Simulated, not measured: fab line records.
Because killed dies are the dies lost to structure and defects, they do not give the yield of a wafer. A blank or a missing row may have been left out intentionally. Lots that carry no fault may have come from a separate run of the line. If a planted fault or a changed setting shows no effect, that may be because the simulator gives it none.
Chamber matching :: flow n5Finfet :: N5_BEOL_M4_ETCH_63 on rieDiel-01 has 4 sister chambers
The step etches SiARC in CF4, target depth 15.6 nm, time 26 s. 4 wafers are shown with their chamber, then 6 later ones without.

## WAFERS WITH THEIR CHAMBER
wafer: L901.4
chamber: 3
drypumpMotorCurrentA (A): 6.4

wafer: L917.1
chamber: 0
drypumpMotorCurrentA (A): 6.2

wafer: L917.3
chamber: 2
drypumpMotorCurrentA (A): 5.6

wafer: L917.4
chamber: 1
drypumpMotorCurrentA (A): 5.9

## WAFERS WHOSE CHAMBER IS MISSING
wafer: L918.1
drypumpMotorCurrentA (A): 5.5

wafer: L918.3
drypumpMotorCurrentA (A): 6.2

wafer: L918.6
drypumpMotorCurrentA (A): 6.4

wafer: L919.1
drypumpMotorCurrentA (A): 5.9

wafer: L919.5
drypumpMotorCurrentA (A): 6.2

wafer: L919.6
drypumpMotorCurrentA (A): 6.4

## THE CHAMBER EACH PASSED THROUGH
wafer: L918.1
from the rows above: 2
in truth: 2

wafer: L918.3
from the rows above: 0
in truth: 0

wafer: L918.6
from the rows above: 3
in truth: 3

wafer: L919.1
from the rows above: 1
in truth: 1

wafer: L919.5
from the rows above: 0
in truth: 0

wafer: L919.6
from the rows above: 3
in truth: 3
Placed correctly: 6 of 6. Not placeable from these rows: 0. Wrongly placed: 0.
How it was worked out, from the rows above alone: a wafer's distance from a chamber is the root of the sum, over the readings, of the square of ((its reading less the chamber's mean) divided by the reading's scatter). If the next closest chamber is less than 2 further off than the closest, the wafer can't be placed; otherwise it belongs to the closest. The mean given for a chamber averages the wafers shown for that chamber. The scatter: with one shown wafer a chamber, the root of the mean of the squares of how far each hidden wafer lies from its nearest shown one.
